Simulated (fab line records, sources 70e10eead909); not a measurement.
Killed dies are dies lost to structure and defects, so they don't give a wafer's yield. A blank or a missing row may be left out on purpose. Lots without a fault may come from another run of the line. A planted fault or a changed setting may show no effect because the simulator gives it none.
fab line records | flow nand_harc
record lots=24 wafers=72 last_day=24
route steps=1159 shown A_CONTACT@871
lots that met no fault: from a run of the same line without faults
start_h: hours from the record's first day to the start of the lot's first wafer shown | wait_h: hours since the lot's step before | " the same as in the row above | L1.1+2: a row that stands for several wafers | - no value, or no start given | * or withheld: withheld | < > ~ a bound
route shown NAME@n: a module of which the file shows steps, and the number in the route of the first | usual: mean/standard deviation of fault-free wafers | same: alike in all rows | chamber/n: place in a boat | sites: the reading at each site | _std_site: their standard deviation | _edge_site: outer sites' mean less inner sites' | radius_mm: how far each site lies from the wafer's centre | mask NAME#n: copy n | behind: the tool/chamber that last shaped the wafer | hold: why the lot was held/for how many hours/how that ended | device: the transistor (n, p or np) that didn't switch | end of line: the same wafers' tests at the end of the route | a step without rows: its recipe alone | killed: dies lost to structure and defects at the first sort, not the wafer's yield | map: a wafer's dies, x killed, . not, _ none there
set.NAME: the setting as run; set.NAME@STEP: as run at that earlier step | model.NAME: the simulator's own value behind a step, which no gauge read
steps of the route over a sample of lots; a table a step, a row a wafer
services: from which hour (start_h, from the record's first day; less than 0 if before it) a tool's chamber was out of use, for how many hours, and why
## steps
# step NHARC_A_CONTACT_ETCH_120
# recipe source_w=withheld pressure_mtorr=20 bias_v=3000 time_s=94 target_depth_a=9220 ar_flow_sccm=withheld c4f8_flow_sccm=withheld o2_flow_sccm=withheld chemistry=C4F8/O2/Ar
# columns lot.wafer tool chamber start_h wait_h rf_hours_counter_h
L074.1 har_cap_etch-03 1 356.84 0.1 79
L074.6 " 0 " " -
L074.5 " 1 " " -
L076.4 har_cap_etch-01 1 378.75 0.1 -
L076.6 " 0 " " -
L076.5 " 1 " " -
L075.1 har_cap_etch-02 0 383.51 0.1 12
L075.3 " 1 " " -
L075.6 " 0 " " -
L077.1 har_cap_etch-03 0 385.11 0.1 85
L077.4 " 1 " " -
L077.6 " 1 " " -
L078.1 har_cap_etch-03 0 389.39 0.1 86
L078.5 " 0 " " -
L078.6 " 1 " " -
L079.2 har_cap_etch-01 0 393.67 0.1 59
L079.1 " 1 " " 59
L079.6 " 1 " " -
L082.1 har_cap_etch-02 1 411.86 0.1 18
L082.4 " 1 " " -
L082.6 " 1 " " -
L084.2 har_cap_etch-03 0 422.66 0.1 90
L084.4 " 1 " " -
L084.6 " 1 " " -
L081.2 har_cap_etch-02 1 424.30 0.1 19
L081.3 " 0 " " -
L081.6 " 0 " " -
L083.1 har_cap_etch-01 1 425.17 0.1 64
L083.2 " 0 " " 64
L083.6 " 1 " " -
L080.1 har_cap_etch-02 0 428.25 0.1 20
L080.3 " 1 " " -
L080.5 " 1 " " -
L087.1 har_cap_etch-02 1 448.58 0.1 23
L087.4 " 1 " " -
L087.6 " 0 " " -
L086.1 har_cap_etch-01 0 449.07 0.1 69
L086.2 " 1 " " 69
L086.5 " 1 " " -
L089.1 har_cap_etch-01 0 456.92 0.1 70
L089.4 " 0 " " -
L089.6 " 1 " " -
L085.1 har_cap_etch-02 0 458.14 0.1 26
L085.2 " 1 " " 26
L085.3 " 0 " " -
L088.2 har_cap_etch-03 0 461.25 0.1 96
L088.3 " 0 " " -
L088.6 " 0 " " -
L091.4 har_cap_etch-03 0 465.16 0.1 -
L091.5 " 1 " " -
L091.6 " 0 " " -
L090.1 har_cap_etch-02 0 466.40 0.1 28
L090.3 " 1 " " -
L090.6 " 0 " " -
L092.3 har_cap_etch-03 1 474.92 0.1 -
L092.4 " 0 " " -
L092.6 " 0 " " -
L093.2 har_cap_etch-02 1 476.65 0.1 30
L093.4 " 0 " " -
L093.3 " 1 " " -
L094.1 har_cap_etch-01 0 492.45 0.1 79
L094.2 " 1 " " 79
L094.5 " 1 " " -
L095.1 har_cap_etch-03 0 493.55 0.1 104
L095.3 " 0 " " -
L095.6 " 1 " " -
L096.1 har_cap_etch-02 0 507.27 0.1 34
L096.2 " 1 " " 34
L096.6 " 1 " " -
L097.4 har_cap_etch-01 0 511.48 0.1 -
L097.3 " 1 " " -
L097.6 " 0 " " -
# step NHARC_A_CONTACT_DESCUM_74
# recipe time_s=3 o2_flow_sccm=200 ar_flow_sccm=0 bias_power_w=0 chemistry=O2
# usual drypump_motor_current_A=5.7/0.54 o2_flow_sccm=200.0/0.66 oes_product_au=0.997/0.013 rf_vpp_V=57.9/0.89 showerhead_plenum_p_Torr=1.94/0.065 throttle_valve_pct=11.310/0.01
# columns lot.wafer tool chamber start_h wait_h drypump_motor_current_A o2_flow_sccm oes_product_au rf_hours_counter_h rf_vpp_V showerhead_plenum_p_Torr throttle_valve_pct
L074.1 rie_diel-05 3 364.64 0.1 6.3 200.0 1.006 6 56.9 1.86 11.319
L074.6 " 1 " " 5.2 199.8 0.997 - 58.1 2.05 11.324
L074.5 " 2 " " 6.3 200.7 1.008 - 57.9 1.95 11.321
L076.6 rie_diel-07 0 383.57 0.1 5.1 200.1 0.994 - 58.6 2.06 11.298
L076.5 " 1 " " 4.9 199.2 0.987 - 56.4 1.94 11.293
L076.4 " 2 " " 6.6 199.4 1.004 - 57.9 1.88 11.313
L075.3 rie_diel-05 2 388.28 0.1 6.3 199.1 1.001 14 58.2 1.95 11.282
L075.1 " 1 " " 5.3 200.6 0.992 13 58.6 2.05 11.318
L075.6 " 2 " " 6.3 201.7 1.015 - 57.6 1.95 11.321
L077.4 rie_diel-04 2 391.57 0.1 5.8 200.4 1.015 14 60.3 1.97 11.305
L077.1 " 0 " " 6.0 201.2 1.010 13 59.1 1.89 11.309
L077.6 " 1 " " 5.1 200.6 0.973 - 57.0 1.90 11.307
L078.1 rie_diel-05 2 395.27 0.1 6.3 200.5 1.000 17 56.8 1.95 11.325
L078.5 " 2 " " 6.3 199.6 1.004 - 58.1 1.95 11.298
L078.6 " 3 " " 6.3 200.2 0.991 - 58.3 1.86 11.314
L079.1 rie_diel-04 2 398.61 0.1 5.8 200.5 0.999 15 58.5 1.97 11.315
L079.2 " 1 " " 5.1 200.0 0.972 15 57.8 1.90 11.310
L079.6 " 3 " " 5.4 200.5 1.009 - 58.8 2.01 11.306
L082.1 rie_diel-04 3 417.70 0.1 5.5 200.2 1.005 19 57.3 2.01 11.310
L082.4 " 0 " " 6.0 199.3 1.018 18 59.1 1.89 11.316
L082.6 " 1 " " 5.1 200.0 0.983 - 57.3 1.90 11.306
L084.2 rie_diel-07 2 427.90 0.1 6.6 200.4 0.974 6 57.2 1.87 11.296
L084.4 " 3 " " 5.1 200.3 0.987 4 57.9 1.92 11.321
L084.6 " 3 " " 5.1 199.9 0.991 - 58.6 1.92 11.286
L081.3 rie_diel-07 1 430.02 0.1 4.9 199.9 0.988 6 57.9 1.93 11.336
L081.2 " 2 " " 6.6 199.4 0.997 6 57.9 1.87 11.305
L081.6 " 0 " " 5.1 200.0 0.986 - 58.3 2.05 11.320
L083.1 rie_diel-05 2 430.26 0.1 6.2 199.5 0.997 28 58.6 1.94 11.314
L083.2 " 0 " " 6.3 200.7 0.980 32 56.9 1.87 11.299
L083.6 " 1 " " 5.2 199.6 0.979 - 57.6 2.04 11.299
L080.1 rie_diel-04 1 433.58 0.1 5.1 200.7 0.982 22 58.1 1.90 11.307
L080.3 " 2 " " 5.8 199.8 1.009 21 58.5 1.96 11.320
L080.5 " 3 " " 5.4 200.4 1.015 - 57.8 2.01 11.301
L087.1 rie_diel-04 2 453.49 0.1 5.8 199.6 1.016 24 59.4 1.96 11.310
L087.6 " 3 " " 5.4 200.9 1.006 - 57.8 2.00 11.294
L087.4 " 1 " " 5.0 199.8 0.971 - 55.9 1.90 11.320
L086.1 rie_diel-04 2 453.99 0.1 5.8 199.8 1.005 25 57.7 1.96 11.314
L086.2 " 3 " " 5.4 200.2 1.016 26 58.8 2.00 11.326
L086.5 " 3 " " 5.4 199.5 1.014 - 58.5 2.00 11.313
L089.4 rie_diel-05 0 462.98 0.1 6.3 198.7 0.993 45 56.8 1.86 11.303
L089.1 " 3 " " 6.3 200.6 1.006 45 58.3 1.85 11.317
L089.6 " 1 " " 5.2 198.7 0.999 - 57.3 2.04 11.300
L085.1 rie_diel-04 3 464.75 0.1 5.4 199.6 1.006 30 57.2 2.00 11.308
L085.2 " 1 " " 5.0 201.0 0.968 30 57.5 1.89 11.311
L085.3 " 2 " " 5.8 199.4 1.008 29 58.4 1.96 11.330
L088.2 rie_diel-07 2 466.86 0.1 6.6 199.3 0.991 20 57.8 1.87 11.301
L088.3 " 0 " " 5.1 200.5 0.972 21 57.4 2.05 11.325
L088.6 " 2 " " 6.6 199.4 0.987 - 58.2 1.87 11.307
L091.4 rie_diel-07 0 471.87 0.1 5.1 199.9 0.976 23 58.0 2.05 11.306
L091.6 " 3 " " 5.1 198.5 0.995 - 58.4 1.91 11.310
L091.5 " 0 " " 5.1 199.4 0.978 - 57.8 2.05 11.314
L090.1 rie_diel-05 2 474.82 1.3 6.3 200.6 0.988 47 58.1 1.94 11.335
L090.3 " 3 " " 6.3 199.8 1.019 49 57.4 1.85 11.299
L090.6 " 3 " " 6.3 198.6 1.015 - 57.5 1.85 11.318
L092.4 rie_diel-05 0 482.42 0.1 6.3 201.0 0.969 53 58.0 1.86 11.307
L092.3 " 2 " " 6.3 200.6 0.993 50 58.3 1.93 11.310
L092.6 " 1 " " 5.3 200.3 0.984 - 57.2 2.04 11.309
L093.3 rie_diel-04 1 484.32 0.1 5.1 200.6 1.000 1 57.0 1.89 11.288
L093.4 " 2 " " 5.8 200.1 1.019 2 58.3 1.96 11.317
L093.2 " 3 " " 5.4 200.0 0.998 2 57.3 2.00 11.309
L094.1 rie_diel-04 1 497.47 0.2 5.0 199.7 0.995 4 57.8 1.89 11.300
L094.2 " 3 " " 5.4 200.1 0.994 4 57.1 2.00 11.313
L094.5 " 2 " " 5.8 200.5 1.015 - 58.0 1.96 11.315
L095.1 rie_diel-07 3 498.29 0.1 5.1 201.5 0.997 28 58.6 1.91 11.311
L095.3 " 1 " " 4.9 199.9 0.999 34 58.3 1.93 11.298
L095.6 " 2 " " 6.6 199.6 1.003 - 56.9 1.86 11.312
L096.1 rie_diel-04 3 511.85 0.1 5.4 199.5 1.006 6 58.3 2.00 11.281
L096.2 " 2 " " 5.8 199.4 1.022 6 56.5 1.96 11.297
L096.6 " 3 " " 5.4 200.4 1.004 - 57.2 2.00 11.309
L097.3 rie_diel-05 0 516.48 0.1 6.3 199.5 0.991 66 57.5 1.86 11.321
L097.6 " 1 " " 5.2 199.4 0.994 - 57.6 2.03 11.323
L097.4 " 0 " " 6.3 200.4 0.992 - 58.9 1.86 11.316
# step NHARC_A_CONTACT_ETCH_128
# recipe source_w=withheld pressure_mtorr=20 bias_v=1200 time_s=155 target_depth_a=9560 ar_flow_sccm=withheld c4f8_flow_sccm=withheld o2_flow_sccm=withheld chemistry=C4F8/O2/Ar
# columns lot.wafer tool chamber start_h wait_h rf_hours_counter_h
L074.1 har_cap_etch-03 0 366.61 0.2 82
L074.6 " 1 " " -
L074.5 " 0 " " -
L076.4 har_cap_etch-02 0 385.91 0.1 -
L076.5 " 0 " " -
L076.6 " 1 " " -
L075.1 har_cap_etch-01 1 390.09 0.1 58
L075.3 " 0 " " -
L075.6 " 1 " " -
L077.1 har_cap_etch-02 0 393.70 0.2 15
L077.4 " 0 " " -
L077.6 " 1 " " -
L078.1 har_cap_etch-01 0 397.53 0.1 60
L078.5 " 0 " " -
L078.6 " 1 " " -
L079.1 har_cap_etch-02 0 400.56 0.1 16
L079.2 " 1 " " 16
L079.6 " 0 " " -
L082.1 har_cap_etch-01 1 419.45 0.1 63
L082.4 " 0 " " -
L082.6 " 0 " " -
L084.2 har_cap_etch-01 0 429.69 0.1 65
L084.4 " 1 " " -
L084.6 " 1 " " -
L081.2 har_cap_etch-03 0 431.76 0.1 92
L081.3 " 0 " " -
L081.6 " 1 " " -
L083.2 har_cap_etch-02 1 432.00 0.1 21
L083.1 " 0 " " 21
L083.6 " 0 " " -
L080.1 har_cap_etch-01 1 435.31 0.1 66
L080.3 " 1 " " -
L080.5 " 1 " " -
L087.1 har_cap_etch-03 0 455.97 0.2 94
L087.4 " 1 " " -
L087.6 " 0 " " -
L086.1 har_cap_etch-02 1 456.23 0.1 24
L086.2 " 0 " " 24
L086.5 " 1 " " -
L089.1 har_cap_etch-01 0 464.78 0.1 72
L089.4 " 0 " " -
L089.6 " 1 " " -
L085.1 har_cap_etch-01 0 466.92 0.1 73
L085.2 " 1 " " 73
L085.3 " 1 " " -
L088.2 har_cap_etch-03 1 468.91 0.2 98
L088.3 " 1 " " -
L088.6 " 1 " " -
L091.4 har_cap_etch-01 0 473.65 0.1 -
L091.6 " 0 " " -
L091.5 " 1 " " -
L090.1 har_cap_etch-03 0 477.04 0.2 101
L090.3 " 0 " " -
L090.6 " 1 " " -
L092.4 har_cap_etch-01 0 484.22 0.1 -
L092.3 " 1 " " -
L092.6 " 1 " " -
L093.2 har_cap_etch-03 1 486.09 0.1 102
L093.4 " 0 " " -
L093.3 " 1 " " -
L094.2 har_cap_etch-03 0 499.23 0.1 105
L094.1 " 1 " " 105
L094.5 " 0 " " -
L095.1 har_cap_etch-02 0 500.03 0.1 33
L095.3 " 1 " " -
L095.6 " 1 " " -
L096.2 har_cap_etch-03 0 513.60 0.1 107
L096.1 " 1 " " 107
L096.6 " 1 " " -
L097.3 har_cap_etch-03 0 518.47 0.1 -
L097.4 " 1 " " -
L097.6 " 1 " " -
# step NHARC_A_CONTACT_ETCH_133
# recipe source_w=withheld pressure_mtorr=20 bias_v=400 time_s=195 target_depth_a=8400 ar_flow_sccm=withheld c4f8_flow_sccm=11.5 o2_flow_sccm=7.2 chemistry=C4F8/O2/Ar
# columns lot.wafer tool chamber start_h wait_h rf_hours_counter_h
L074.1 har_cap_etch-03 0 367.58 0.2 82
L074.6 " 1 " " -
L074.5 " 0 " " -
L076.4 har_cap_etch-02 0 386.67 0.2 -
L076.5 " 0 " " -
L076.6 " 1 " " -
L075.1 har_cap_etch-01 1 390.80 0.1 59
L075.3 " 0 " " -
L075.6 " 1 " " -
L077.1 har_cap_etch-02 0 394.51 0.1 15
L077.4 " 0 " " -
L077.6 " 1 " " -
L078.1 har_cap_etch-01 0 398.24 0.1 61
L078.5 " 0 " " -
L078.6 " 1 " " -
L079.1 har_cap_etch-02 0 401.27 0.1 17
L079.2 " 1 " " 17
L079.6 " 0 " " -
L082.1 har_cap_etch-01 1 420.18 0.1 63
L082.4 " 0 " " -
L082.6 " 0 " " -
L084.2 har_cap_etch-01 0 430.40 0.1 66
L084.4 " 1 " " -
L084.6 " 1 " " -
L081.2 har_cap_etch-03 0 432.46 0.1 92
L081.3 " 0 " " -
L081.6 " 1 " " -
L083.2 har_cap_etch-02 1 432.71 0.1 22
L083.1 " 0 " " 22
L083.6 " 0 " " -
L080.1 har_cap_etch-01 1 436.02 0.1 67
L080.3 " 1 " " -
L080.5 " 1 " " -
L086.1 har_cap_etch-02 1 456.94 0.1 25
L086.2 " 0 " " 25
L086.5 " 1 " " -
L087.1 har_cap_etch-03 0 456.95 0.2 95
L087.4 " 1 " " -
L087.6 " 0 " " -
L089.1 har_cap_etch-01 0 465.52 0.1 72
L089.4 " 0 " " -
L089.6 " 1 " " -
L085.1 har_cap_etch-01 0 467.63 0.1 74
L085.2 " 1 " " 74
L085.3 " 1 " " -
L088.2 har_cap_etch-03 1 469.86 0.2 99
L088.3 " 1 " " -
L088.6 " 1 " " -
L091.4 har_cap_etch-01 0 474.41 0.2 -
L091.6 " 0 " " -
L091.5 " 1 " " -
L090.1 har_cap_etch-03 0 477.98 0.2 101
L090.3 " 0 " " -
L090.6 " 1 " " -
L092.4 har_cap_etch-01 0 484.98 0.2 -
L092.3 " 1 " " -
L092.6 " 1 " " -
L093.2 har_cap_etch-03 1 486.83 0.1 103
L093.4 " 0 " " -
L093.3 " 1 " " -
L094.2 har_cap_etch-03 0 499.94 0.1 105
L094.1 " 1 " " 105
L094.5 " 0 " " -
L095.1 har_cap_etch-02 0 500.74 0.1 33
L095.3 " 1 " " -
L095.6 " 1 " " -
L096.2 har_cap_etch-03 0 514.30 0.1 107
L096.1 " 1 " " 107
L096.6 " 1 " " -
L097.3 har_cap_etch-03 0 519.22 0.2 -
L097.4 " 1 " " -
L097.6 " 1 " " -
# step NHARC_A_CONTACT_ETCH_89
# recipe target_depth_a=2600 over_etch_frac=0.3 time_s=475.3 ion_energy_ev=200 n2_flow_sccm=150 h2_flow_sccm=150 ar_flow_sccm=0 rf_w=400 bias_w=150 chemistry=N2/H2
# usual drypump_motor_current_A=5.6/0.47 oes_product_au=1.003/0.013 rf_vpp_V=431.2/2 showerhead_plenum_p_Torr=2.07/0.064 throttle_valve_pct=14.172/0.0092
# columns lot.wafer tool chamber start_h wait_h drypump_motor_current_A oes_product_au rf_hours_counter_h rf_vpp_V showerhead_plenum_p_Torr throttle_valve_pct
L074.1 rie_diel-04 3 - - 5.4 1.015 12 433.3 2.14 14.168
L074.5 " 3 " " 5.4 1.012 - 434.2 2.14 14.183
L074.6 " 0 " " 6.0 1.018 - 431.1 2.01 14.173
L076.4 rie_diel-05 2 - - 6.3 1.003 16 432.4 2.08 14.173
L076.6 " 1 " " 5.2 0.993 - 434.9 2.19 14.186
L076.5 " 2 " " 6.3 1.018 - 431.5 2.08 14.162
L075.3 rie_diel-07 3 - - 5.1 0.998 55 429.9 2.05 14.172
L075.1 " 0 " " 5.1 0.999 60 435.1 2.20 14.173
L075.6 " 2 " " 6.6 1.014 - 429.3 2.00 14.160
L077.1 rie_diel-04 3 - - 5.5 1.017 16 432.5 2.14 14.192
L077.4 " 1 " " 5.1 0.978 16 430.1 2.02 14.170
L077.6 " 2 " " 5.8 1.011 - 431.6 2.10 14.167
L078.1 rie_diel-04 2 - - 5.8 1.004 17 431.6 2.10 14.169
L078.6 " 3 " " 5.5 1.018 - 433.3 2.14 14.169
L078.5 " 0 " " 6.0 1.013 - 428.1 2.01 14.175
L079.2 rie_diel-04 2 - - 5.8 1.018 17 432.0 2.10 14.182
L079.1 " 3 " " 5.4 1.020 18 433.2 2.14 14.186
L079.6 " 2 " " 5.8 1.009 - 433.1 2.10 14.179
L082.4 rie_diel-04 1 - - 5.1 0.989 21 429.4 2.02 14.190
L082.1 " 2 " " 5.8 1.013 20 430.1 2.10 14.174
L082.6 " 0 " " 6.0 1.012 - 430.2 2.01 14.179
L084.4 rie_diel-04 2 - - 5.8 1.004 22 433.4 2.10 14.163
L084.2 " 0 " " 6.0 1.010 22 429.4 2.01 14.164
L084.6 " 3 " " 5.4 1.011 - 434.0 2.14 14.163
L081.3 rie_diel-05 2 - - 6.3 1.004 30 430.9 2.07 14.187
L081.2 " 1 " " 5.2 0.966 29 434.4 2.18 14.167
L081.6 " 3 " " 6.3 0.998 - 430.1 1.97 14.180
L083.2 rie_diel-07 0 - - 5.1 0.981 6 435.3 2.19 14.177
L083.1 " 1 " " 4.9 0.983 7 431.4 2.06 14.176
L083.6 " 1 " " 4.9 0.985 - 432.3 2.06 14.173
L080.1 rie_diel-04 3 - - 5.4 1.021 23 432.7 2.14 14.165
L080.3 " 0 " " 6.0 1.008 23 428.8 2.01 14.193
L080.5 " 3 " " 5.5 1.022 - 432.1 2.14 14.178
L086.2 rie_diel-04 3 - - 5.4 1.012 28 433.4 2.14 14.155
L086.1 " 1 " " 5.1 0.980 28 430.5 2.02 14.159
L086.5 " 2 " " 5.8 1.018 - 432.5 2.09 14.185
L087.1 rie_diel-04 0 - - 6.0 1.013 26 429.7 2.01 14.163
L087.4 " 1 " " 5.1 0.978 29 430.8 2.02 14.165
L087.6 " 2 " " 5.8 1.009 - 434.1 2.09 14.183
L089.1 rie_diel-07 1 - - 4.9 0.980 23 430.8 2.06 14.160
L089.4 " 2 " " 6.6 0.991 22 429.1 1.99 14.173
L089.6 " 3 " " 5.2 0.992 - 430.3 2.04 14.166
L088.3 rie_diel-04 3 - - 5.5 1.009 0 433.2 2.14 14.186
L088.2 " 2 " " 5.9 1.003 0 432.1 2.09 14.176
L088.6 " 3 " " 5.5 0.993 - 433.2 2.14 14.179
L085.2 rie_diel-05 2 - - 6.3 1.002 47 429.8 2.07 14.174
L085.1 " 0 " " 6.3 0.997 50 429.3 1.98 14.187
L085.3 " 1 " " 5.2 0.986 46 434.5 2.18 14.148
L091.4 rie_diel-04 1 - - 5.1 1.008 1 430.1 2.02 14.183
L091.5 " 3 " " 5.4 1.000 - 432.3 2.14 14.168
L091.6 " 0 " " 6.0 1.019 - 429.5 2.01 14.164
L090.3 rie_diel-04 3 - - 5.4 0.985 3 431.9 2.14 14.166
L090.1 " 0 " " 6.0 1.004 2 430.6 2.01 14.183
L090.6 " 0 " " 5.9 1.007 - 428.2 2.01 14.174
L092.4 rie_diel-04 1 - - 5.1 0.998 3 430.5 2.02 14.181
L092.3 " 2 " " 5.8 1.014 3 432.3 2.09 14.161
L092.6 " 1 " " 5.1 0.996 - 429.9 2.02 14.173
L093.4 rie_diel-05 3 - - 6.3 1.021 55 426.8 1.97 14.168
L093.2 " 0 " " 6.3 0.996 57 428.7 1.98 14.170
L093.3 " 2 " " 6.3 1.014 53 431.3 2.06 14.148
L094.2 rie_diel-04 3 - - 5.4 0.990 5 432.1 2.14 14.165
L094.1 " 0 " " 6.0 1.016 5 428.4 2.00 14.185
L094.5 " 3 " " 5.4 0.998 - 433.6 2.14 14.182
L095.3 rie_diel-07 2 - - 6.6 0.987 33 427.8 1.99 14.186
L095.1 " 1 " " 4.9 0.996 35 429.6 2.05 14.163
L095.6 " 2 " " 6.6 0.984 - 430.3 1.99 14.161
L096.2 rie_diel-04 2 - - 5.8 1.032 7 432.4 2.09 14.179
L096.1 " 3 " " 5.5 1.002 8 433.9 2.13 14.174
L096.6 " 2 " " 5.7 1.027 - 432.6 2.09 14.170
L097.3 rie_diel-04 2 - - 5.7 1.023 9 429.4 2.09 14.164
L097.4 " 1 " " 5.1 0.998 8 428.2 2.02 14.172
L097.6 " 3 " " 5.4 1.007 - 433.0 2.13 14.165
# step NHARC_A_CONTACT_ETCH_98
# recipe target_depth_a=200 over_etch_frac=0.5 time_s=10 ion_energy_ev=250 c4f6_flow_sccm=25 o2_flow_sccm=20 ar_flow_sccm=500 rf_w=600 bias_w=500 chemistry=C4F6/O2
# usual c4f6_flow_sccm=25.00/0.073 drypump_motor_current_A=5.6/0.48 o2_flow_sccm=20.00/0.063 oes_product_au=0.955/0.026 rf_vpp_V=547.9/2.4 showerhead_plenum_p_Torr=3.97/0.11 throttle_valve_pct=26.902/0.0091
# columns lot.wafer tool chamber start_h wait_h c4f6_flow_sccm drypump_motor_current_A o2_flow_sccm oes_product_au rf_hours_counter_h rf_vpp_V showerhead_plenum_p_Torr throttle_valve_pct
L074.1 rie_diel-04 2 - - 25.02 5.8 20.04 0.975 11 549.6 4.02 26.896
L074.5 " 1 " " 25.05 5.0 20.01 0.918 - 546.7 3.90 26.910
L074.6 " 2 " " 25.04 5.8 19.86 0.972 - 549.2 4.02 26.892
L076.4 rie_diel-04 3 - - 24.96 5.4 19.97 0.945 16 550.1 4.10 26.913
L076.6 " 3 " " 25.06 5.4 19.98 0.951 - 549.8 4.10 26.901
L076.5 " 0 " " 24.80 6.0 20.08 0.962 - 545.8 3.87 26.904
L075.3 rie_diel-05 3 - - 24.91 6.3 20.02 0.909 20 545.0 3.82 26.908
L075.1 " 0 " " 25.06 6.3 19.97 0.909 21 544.0 3.84 26.894
L075.6 " 1 " " 24.93 5.3 20.04 0.901 - 552.0 4.17 26.898
L077.4 rie_diel-05 1 - - 25.08 5.3 20.08 0.924 18 551.6 4.17 26.907
L077.1 " 2 " " 24.98 6.3 20.03 0.954 19 548.2 3.98 26.901
L077.6 " 1 " " 25.10 5.3 19.96 0.932 - 552.1 4.17 26.893
L078.1 rie_diel-04 3 - - 25.12 5.4 20.13 0.961 18 553.3 4.10 26.894
L078.5 " 3 " " 24.99 5.5 20.03 0.959 - 550.1 4.10 26.895
L078.6 " 0 " " 24.97 6.0 20.07 0.949 - 545.9 3.87 26.914
L079.1 rie_diel-04 2 - - 24.99 5.8 19.98 0.955 18 549.6 4.02 26.919
L079.2 " 0 " " 24.86 6.0 19.99 0.936 17 544.7 3.87 26.915
L079.6 " 3 " " 24.98 5.5 20.02 0.948 - 550.2 4.10 26.907
L082.1 rie_diel-04 3 - - 25.10 5.5 19.91 0.959 22 550.6 4.10 26.887
L082.4 " 0 " " 25.03 6.0 20.00 0.954 21 544.7 3.87 26.898
L082.6 " 2 " " 24.94 5.8 19.98 0.960 - 549.3 4.02 26.902
L084.4 rie_diel-05 1 - - 25.01 5.2 19.86 0.936 29 551.4 4.17 26.908
L084.2 " 3 " " 24.96 6.3 19.95 0.972 32 543.9 3.81 26.878
L084.6 " 1 " " 25.04 5.3 19.87 0.932 - 552.3 4.17 26.908
L081.2 rie_diel-04 1 - - 24.91 5.0 20.01 0.986 23 546.2 3.89 26.894
L081.3 " 2 " " 24.98 5.8 20.04 1.011 23 548.7 4.02 26.904
L081.6 " 2 " " 24.90 5.8 20.06 0.997 - 547.4 4.02 26.894
L083.1 rie_diel-05 0 - - 25.08 6.3 20.09 0.950 34 544.8 3.83 26.908
L083.2 " 1 " " 24.97 5.3 19.99 0.945 30 551.8 4.17 26.903
L083.6 " 3 " " 24.92 6.3 19.99 0.970 - 543.8 3.81 26.904
L080.3 rie_diel-04 1 - - 25.05 5.1 20.02 0.934 24 546.6 3.89 26.896
L080.1 " 3 " " 25.02 5.4 20.03 0.991 24 550.8 4.09 26.903
L080.5 " 1 " " 25.02 5.1 20.04 0.936 - 548.1 3.89 26.899
L086.2 rie_diel-07 0 - - 25.07 5.1 19.94 0.989 19 552.3 4.17 26.894
L086.1 " 1 " " 25.00 4.9 19.97 0.986 21 547.9 3.95 26.898
L086.5 " 0 " " 24.97 5.1 19.96 0.995 - 551.5 4.17 26.912
L087.1 rie_diel-05 1 - - 25.08 5.3 19.99 0.947 41 550.5 4.16 26.903
L087.4 " 3 " " 25.09 6.3 20.08 0.959 46 544.0 3.80 26.904
L087.6 " 1 " " 24.96 5.2 20.02 0.933 - 551.7 4.16 26.898
L089.1 rie_diel-07 1 - - 25.14 4.9 20.02 0.936 24 547.4 3.95 26.923
L089.4 " 3 " " 25.01 5.1 19.96 0.965 21 546.5 3.92 26.918
L089.6 " 1 " " 24.97 4.9 19.96 0.947 - 547.2 3.95 26.909
L088.3 rie_diel-04 3 - - 25.03 5.4 20.04 0.932 1 551.4 4.09 26.900
L088.2 " 2 " " 24.98 5.8 19.98 0.961 1 549.6 4.01 26.894
L088.6 " 0 " " 24.95 6.0 19.99 0.943 - 546.2 3.87 26.907
L085.1 rie_diel-04 1 - - 25.03 5.1 20.06 1.002 1 546.2 3.89 26.912
L085.2 " 2 " " 25.01 5.8 20.05 1.017 1 550.9 4.01 26.885
L085.3 " 0 " " 24.95 6.0 20.04 1.004 1 545.7 3.87 26.897
L091.4 rie_diel-04 1 - - 24.94 5.1 20.02 0.967 1 546.8 3.89 26.900
L091.5 " 0 " " 25.07 6.0 19.99 0.968 - 546.1 3.87 26.884
L091.6 " 1 " " 24.87 5.1 20.12 0.965 - 546.9 3.89 26.911
L090.1 rie_diel-07 2 - - 24.95 6.6 20.09 0.914 28 546.0 3.83 26.906
L090.3 " 3 " " 24.91 5.1 20.02 0.909 26 546.5 3.92 26.887
L090.6 " 0 " " 25.04 5.1 19.97 0.911 - 552.8 4.17 26.921
L092.3 rie_diel-04 3 - - 25.12 5.5 20.01 0.938 4 551.1 4.09 26.890
L092.4 " 1 " " 24.97 5.1 20.04 0.930 4 548.0 3.89 26.898
L092.6 " 2 " " 24.91 5.8 19.97 0.954 - 548.9 4.01 26.912
L093.4 rie_diel-04 3 - - 24.97 5.4 20.18 0.948 4 551.2 4.09 26.912
L093.3 " 0 " " 25.08 6.0 19.89 0.947 4 544.2 3.86 26.915
L093.2 " 2 " " 24.99 5.9 19.99 0.976 4 548.5 4.01 26.906
L094.2 rie_diel-04 2 - - 25.12 5.9 20.04 0.958 5 547.1 4.01 26.891
L094.1 " 0 " " 25.08 6.0 19.93 0.940 6 546.3 3.86 26.908
L094.5 " 2 " " 25.09 5.8 20.06 0.968 - 548.1 4.01 26.910
L095.3 rie_diel-07 1 - - 25.05 4.9 19.97 0.980 36 547.6 3.94 26.908
L095.1 " 3 " " 24.92 5.2 19.98 0.959 31 546.9 3.91 26.899
L095.6 " 0 " " 24.99 5.1 20.01 0.956 - 552.5 4.17 26.915
L096.2 rie_diel-04 2 - - 24.99 5.8 19.91 0.962 8 547.8 4.01 26.888
L096.1 " 3 " " 25.02 5.5 19.91 0.957 9 550.6 4.08 26.900
L096.6 " 2 " " 25.04 5.8 19.92 0.959 - 547.8 4.01 26.902
L097.4 rie_diel-04 1 - - 24.95 5.1 20.12 0.963 9 546.2 3.88 26.904
L097.3 " 3 " " 24.85 5.4 19.97 0.963 11 548.8 4.08 26.893
L097.6 " 1 " " 24.99 5.1 20.05 0.965 - 545.8 3.88 26.905
## services
# columns tool chamber start_h hours kind
rie_diel-05 0 337.34 6.3 repair
rie_diel-05 - 340.62 9.0 pm
rie_diel-04 0 347.08 - clean
rie_diel-04 1 347.08 - clean
rie_diel-04 2 347.08 - clean
rie_diel-04 3 347.08 - clean
rie_diel-04 0 371.71 - clean
rie_diel-04 1 371.71 - clean
rie_diel-04 2 371.71 - clean
rie_diel-04 3 371.71 - clean
rie_diel-07 3 379.10 4.6 repair
rie_diel-05 3 379.32 4.2 repair
rie_diel-04 0 396.21 - clean
rie_diel-04 1 396.21 - clean
rie_diel-04 2 396.21 - clean
rie_diel-04 3 396.21 - clean
rie_diel-04 0 420.79 - clean
rie_diel-04 1 420.79 - clean
rie_diel-04 2 420.79 - clean
rie_diel-04 0 449.74 7.2 repair
rie_diel-04 - 466.09 9.0 pm
rie_diel-07 - 485.60 0.7 repair
rie_diel-05 2 515.72 8.9 repair
rie_diel-05 - 517.62 9.0 pm
## key
fault none
